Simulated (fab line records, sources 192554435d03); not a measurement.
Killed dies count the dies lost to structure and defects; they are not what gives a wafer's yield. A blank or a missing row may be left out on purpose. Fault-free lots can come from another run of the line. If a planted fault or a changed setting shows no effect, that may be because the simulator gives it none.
Split-lot trial :: flow n5Finfet :: 39 wafers read from 7 lots, route of 1938 steps

SPLIT DETAILS
At N5_ZERO_LAYER_DEVELOP_10 (develop time 60 s), the setting developTimeS was moved away from the recipe's 60 s on 15 of the 39 wafers read, by -57.1% to +51.2%. All remaining wafers had this setting at the recipe value.

FROM SPLIT TO READING: 1 step shown by the file between the two
- N5_ZERO_LAYER_HARDBAKE_23: time 120 s

THE READING
cdNm, in nm, at N5_ZERO_LAYER_CD_MEAS_11 (target cd 2000 nm). A value of 1998.7 nm with a standard deviation of 2.2 nm is what fault-free wafers of this fab line usually give.

wafer: L078.1
tool, chamber at the split: lithoTrack-05, 0
developTimeS as run, s: 25.73
against the recipe: -57.1%
cdNm, nm: 1981.1
against lot-mates on the recipe: -16.9

wafer: L078.2
tool, chamber at the split: lithoTrack-05, 0
developTimeS as run, s: 60
against the recipe: recipe
cdNm, nm: 1997.8
against lot-mates on the recipe: -

wafer: L078.3
tool, chamber at the split: lithoTrack-05, 0
developTimeS as run, s: 25.73
against the recipe: -57.1%
cdNm, nm: 1984.6
against lot-mates on the recipe: -13.4

wafer: L078.4
tool, chamber at the split: lithoTrack-05, 0
developTimeS as run, s: 60
against the recipe: recipe
cdNm, nm: 1996.5
against lot-mates on the recipe: -

wafer: L078.5
tool, chamber at the split: lithoTrack-05, 0
developTimeS as run, s: 25.73
against the recipe: -57.1%
cdNm, nm: 1981.5
against lot-mates on the recipe: -16.5

wafer: L078.6
tool, chamber at the split: lithoTrack-05, 0
developTimeS as run, s: 60
against the recipe: recipe
cdNm, nm: 1999.8
against lot-mates on the recipe: -

wafer: L085.1
tool, chamber at the split: lithoTrack-04, 0
developTimeS as run, s: 28.21
against the recipe: -53.0%
cdNm, nm: 1983.5
against lot-mates on the recipe: -15.8

wafer: L085.2
tool, chamber at the split: lithoTrack-04, 0
developTimeS as run, s: 60
against the recipe: recipe
cdNm, nm: 2000.9
against lot-mates on the recipe: -

wafer: L085.3
tool, chamber at the split: lithoTrack-04, 0
developTimeS as run, s: 60
against the recipe: recipe
cdNm, nm: 1999.7
against lot-mates on the recipe: -

wafer: L085.4
tool, chamber at the split: lithoTrack-04, 0
developTimeS as run, s: 28.21
against the recipe: -53.0%
cdNm, nm: 1984.8
against lot-mates on the recipe: -14.5

wafer: L085.5
tool, chamber at the split: lithoTrack-04, 0
developTimeS as run, s: 28.21
against the recipe: -53.0%
cdNm, nm: 1984.1
against lot-mates on the recipe: -15.2

wafer: L085.6
tool, chamber at the split: lithoTrack-04, 0
developTimeS as run, s: 60
against the recipe: recipe
cdNm, nm: 1997.4
against lot-mates on the recipe: -

wafer: L086.1
tool, chamber at the split: lithoTrack-01, 0
developTimeS as run, s: 60
against the recipe: recipe
cdNm, nm: 1999.0
against lot-mates on the recipe: -

wafer: L086.2
tool, chamber at the split: lithoTrack-01, 0
developTimeS as run, s: 90.73
against the recipe: +51.2%
cdNm, nm: 2007.2
against lot-mates on the recipe: +7.5

wafer: L086.3
tool, chamber at the split: lithoTrack-01, 0
developTimeS as run, s: 90.73
against the recipe: +51.2%
cdNm, nm: 2005.6
against lot-mates on the recipe: +5.9

wafer: L086.4
tool, chamber at the split: lithoTrack-01, 0
developTimeS as run, s: 60
against the recipe: recipe
cdNm, nm: 2000.1
against lot-mates on the recipe: -

wafer: L086.5
tool, chamber at the split: lithoTrack-01, 0
developTimeS as run, s: 60
against the recipe: recipe
cdNm, nm: 2000.1
against lot-mates on the recipe: -

wafer: L086.6
tool, chamber at the split: lithoTrack-01, 0
developTimeS as run, s: 90.73
against the recipe: +51.2%
cdNm, nm: 2005.5
against lot-mates on the recipe: +5.8

wafer: L089.1
tool, chamber at the split: lithoTrack-05, 0
developTimeS as run, s: 80.41
against the recipe: +34.0%
cdNm, nm: 2003.1
against lot-mates on the recipe: +4.6

wafer: L089.2
tool, chamber at the split: lithoTrack-05, 0
developTimeS as run, s: 80.41
against the recipe: +34.0%
cdNm, nm: 2008.0
against lot-mates on the recipe: +9.5

wafer: L089.3
tool, chamber at the split: lithoTrack-05, 0
developTimeS as run, s: 60
against the recipe: recipe
cdNm, nm: 1997.6
against lot-mates on the recipe: -

wafer: L089.4
tool, chamber at the split: lithoTrack-05, 0
developTimeS as run, s: 60
against the recipe: recipe
cdNm, nm: 1998.6
against lot-mates on the recipe: -

wafer: L089.5
tool, chamber at the split: lithoTrack-05, 0
developTimeS as run, s: 60
against the recipe: recipe
cdNm, nm: 1999.2
against lot-mates on the recipe: -

wafer: L089.6
tool, chamber at the split: lithoTrack-05, 0
developTimeS as run, s: 80.41
against the recipe: +34.0%
cdNm, nm: 2003.8
against lot-mates on the recipe: +5.3

wafer: L090.1
tool, chamber at the split: lithoTrack-04, 0
developTimeS as run, s: 60
against the recipe: recipe
cdNm, nm: 2001.3
against lot-mates on the recipe: -

wafer: L090.2
tool, chamber at the split: lithoTrack-04, 0
developTimeS as run, s: 60
against the recipe: recipe
cdNm, nm: 1996.7
against lot-mates on the recipe: -

wafer: L090.3
tool, chamber at the split: lithoTrack-04, 0
developTimeS as run, s: 60
against the recipe: recipe
cdNm, nm: 2000.9
against lot-mates on the recipe: -

wafer: L090.4
tool, chamber at the split: lithoTrack-04, 0
developTimeS as run, s: 60
against the recipe: recipe
cdNm, nm: 1998.5
against lot-mates on the recipe: -

wafer: L090.5
tool, chamber at the split: lithoTrack-04, 0
developTimeS as run, s: 60
against the recipe: recipe
cdNm, nm: 1998.5
against lot-mates on the recipe: -

wafer: L090.6
tool, chamber at the split: lithoTrack-04, 0
developTimeS as run, s: 60
against the recipe: recipe
cdNm, nm: 2001.0
against lot-mates on the recipe: -

wafer: L093.1
tool, chamber at the split: lithoTrack-01, 0
developTimeS as run, s: 60
against the recipe: recipe
cdNm, nm: 1999.0
against lot-mates on the recipe: -

wafer: L093.2
tool, chamber at the split: lithoTrack-01, 0
developTimeS as run, s: 29.03
against the recipe: -51.6%
cdNm, nm: 1982.7
against lot-mates on the recipe: -16.2

wafer: L093.3
tool, chamber at the split: lithoTrack-01, 0
developTimeS as run, s: 29.03
against the recipe: -51.6%
cdNm, nm: 1980.7
against lot-mates on the recipe: -18.2

wafer: L093.4
tool, chamber at the split: lithoTrack-01, 0
developTimeS as run, s: 29.03
against the recipe: -51.6%
cdNm, nm: 1983.9
against lot-mates on the recipe: -15.0

wafer: L093.5
tool, chamber at the split: lithoTrack-01, 0
developTimeS as run, s: 60
against the recipe: recipe
cdNm, nm: 2001.6
against lot-mates on the recipe: -

wafer: L093.6
tool, chamber at the split: lithoTrack-01, 0
developTimeS as run, s: 60
against the recipe: recipe
cdNm, nm: 1996.2
against lot-mates on the recipe: -

wafer: L096.2
tool, chamber at the split: lithoTrack-04, 0
developTimeS as run, s: 60
against the recipe: recipe
cdNm, nm: 2003.3
against lot-mates on the recipe: -

wafer: L096.4
tool, chamber at the split: lithoTrack-04, 0
developTimeS as run, s: 60
against the recipe: recipe
cdNm, nm: 2004.7
against lot-mates on the recipe: -

wafer: L096.5
tool, chamber at the split: lithoTrack-04, 0
developTimeS as run, s: 60
against the recipe: recipe
cdNm, nm: 1999.6
against lot-mates on the recipe: -

THE FIT
A straight line over all 39 wafers: cdNm changes by +0.247 nm for each +1% of developTimeS; r = +0.94; the points scatter about the line by 2.8 nm.
The same after taking each lot's own level away (the mean of its wafers on the recipe; 39 wafers): +0.24 nm for each +1%; r = +0.95; scatter 2.5 nm.
Per that fit: largest developTimeS move, reading shift of 14 nm.
From 1998.03 to 2002.53 nm: that is the span of the lots' own levels, equal to 2.0 times the standard deviation above.
The two slopes are in agreement: the lot-to-lot level therefore moves the slope only a little.
Check: with one of the wafers moved furthest among these (-57.1%) left out of the fit, the line predicts -14.7 nm for it against its lot-mates. It came out at -16.9 nm against them.

THE WHOLE CHAIN: every reading that the file lists as answering this split, in the file's order
step: N5_ZERO_LAYER_CD_MEAS_11
what it does: target cd 2000 nm
reading: cdNm
change (the file's fit): +0.247 nm for each +1% of the setting
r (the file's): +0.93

step: N5_ZERO_LAYER_DESCUM_16
what it does: chemistry O2, time 7.9 s
reading: ZERO_LAYER.cdNm (the simulator's own value, which no gauge read)
change (the file's fit): +0.253 nm for each +1% of the setting
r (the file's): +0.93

FILE'S OWN FIT
cdNm changes by +0.247 nm for each +1% of developTimeS, r = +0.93.
